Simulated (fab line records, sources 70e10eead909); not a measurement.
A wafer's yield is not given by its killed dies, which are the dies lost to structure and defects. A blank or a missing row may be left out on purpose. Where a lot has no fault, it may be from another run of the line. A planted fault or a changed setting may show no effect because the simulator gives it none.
Struck lot and sound lot, side by side || flow nand-harc || 13 steps out of a route of 1159
Sound: wafers L895.1, L895.5, L895.6. Struck: wafer L899.2 (L899.1, L899.4, from the same lot, were not struck and are left out); the cause is given at the end.
For every step that has rows: the tool of each side, followed by ch and its chambers, followed by its first start. Under that, the readings that differ: sound wafers || struck wafers || difference of the means || sigmas: that difference in standard deviations of wafers without a fault.
alike: a reading whose means differ by less than 2 such deviations, as well as words and numbers matching on both sides. not compared: withheld readings; readings where some wafer has no value; bounds like >300 that might hide an equal value; numbers whose values overlap and for which the record gives no deviation.
The two part at a step that has a row with sigmas, a row that says differs or no value, or rows on one side only. Non-overlapping numbers with no deviation appear without sigmas and do not part them. Lack of a reading on every wafer of one side parts them only where that side has two or more wafers.

first, 1 step without rows for these wafers: NHARC_A_SLIT_SRD_20.
NHARC_A_SLIT_CD_MEAS_21:
  struck on cd-sem-01, day 18 04:14; sound on cd-sem-02, day 16 17:56
  alike: cd-nm
then, 3 steps without rows for these wafers: NHARC_A_SIN_REMOVE_WET_00 (chemistry H3PO4, time 15300 s); NHARC_A_SIN_REMOVE_PRECLEAN_01 (cleans in SC1); NHARC_A_SIN_REMOVE_SRD_02.
NHARC_A_SIN_REMOVE_INSPECT_04:
  struck on defect-inspect-01, day 18 11:54; sound on defect-inspect-02, day 17 01:36
  alike: raw-defect-count
NHARC_A_WL_FILL_ALD_00: deposits Al2O3, target thk 3 nm, pulse time 3 s, ald cycles 30.
  sound on ald-hk-03 ch 0,1, day 17 01:40; struck on ald-hk-02 ch 0, day 18 11:58
  alike: heater-power-w, precursor-pulse-height-rel
NHARC_A_WL_FILL_RTA_01: time 5 s.
  sound on rtp-anneal-01 ch 0, day 17 01:56; struck on rtp-anneal-02 ch 0, day 18 12:13
{"reading": "lamp-power-pct (%)", "sound": "34 34 34", "struck": 26, "difference": -8, "sigmas": -2}
{"reading": "lamp_zone_6_pct (%)", "sound": "34 34 34", "struck": 26, "difference": -8, "sigmas": -2}
{"reading": "lamp_zone_7_pct (%)", "sound": "34 35 35", "struck": 27, "difference": -8, "sigmas": -2}
  alike: anneal-temp-c-max, wafer_temp_C_max
NHARC_A_WL_FILL_ALD_02: deposits TiN, target thk 2 nm, pulse time 3 s, ald cycles 100.
  sound on ald-metal-04 ch 0,2,3, day 17 02:13; struck on ald-metal-03 ch 0, day 18 12:26
  alike: heater-power-w, precursor-pulse-height-rel
NHARC_A_WL_FILL_CVD_03: deposits W, target thk 40 nm, time 3302 s.
  sound on cvd-w-01 ch 0,1, day 17 12:14; struck on cvd-w-01 ch 0, day 18 20:19
  alike: heater-power-w, throttle-valve-pct
NHARC_A_WL_FILL_ETCHBACK_04: etches the open film in NF3, target depth 60 nm, time 120 s.
  sound on rie-metal-01 ch 0,1, day 17 15:05; struck on rie-metal-03 ch 0, day 18 23:41
{"reading": "run-length-s (s)", "sound": "141.9 142.1 141.5", "struck": 131.1, "difference": -10.7, "sigmas": -25}
  alike: chamber-pressure-mTorr, drypump-motor-current-A, oes-product-au
  not compared: rf-hours-counter-h
NHARC_A_WL_FILL_ETCHBACK_05: etches the open film in Cl2/BCl3, target depth 22 nm, time 60 s.
  sound on rie-metal-01 ch 0,1, day 17 15:21; struck on rie-metal-03 ch 1, day 18 23:56
  alike: chamber-pressure-mTorr, drypump-motor-current-A, oes-product-au, run-length-s
  not compared: rf-hours-counter-h
-- record jumps: 4 days between struck wafers' starts before vs after; left off in module A_WL_FILL, resumes in module END, first step shown is number 1159 of the route --
NHARC_END_SORT_01:
  at this point the record logs the struck wafers (prober-02 ch 0, day 23 02:10) and has no rows for the sound ones

== WHERE THEY PART ==
First at NHARC_A_WL_FILL_RTA_01; last, within this record, at NHARC_END_SORT_01.

WHY: the cause the simulator had injected
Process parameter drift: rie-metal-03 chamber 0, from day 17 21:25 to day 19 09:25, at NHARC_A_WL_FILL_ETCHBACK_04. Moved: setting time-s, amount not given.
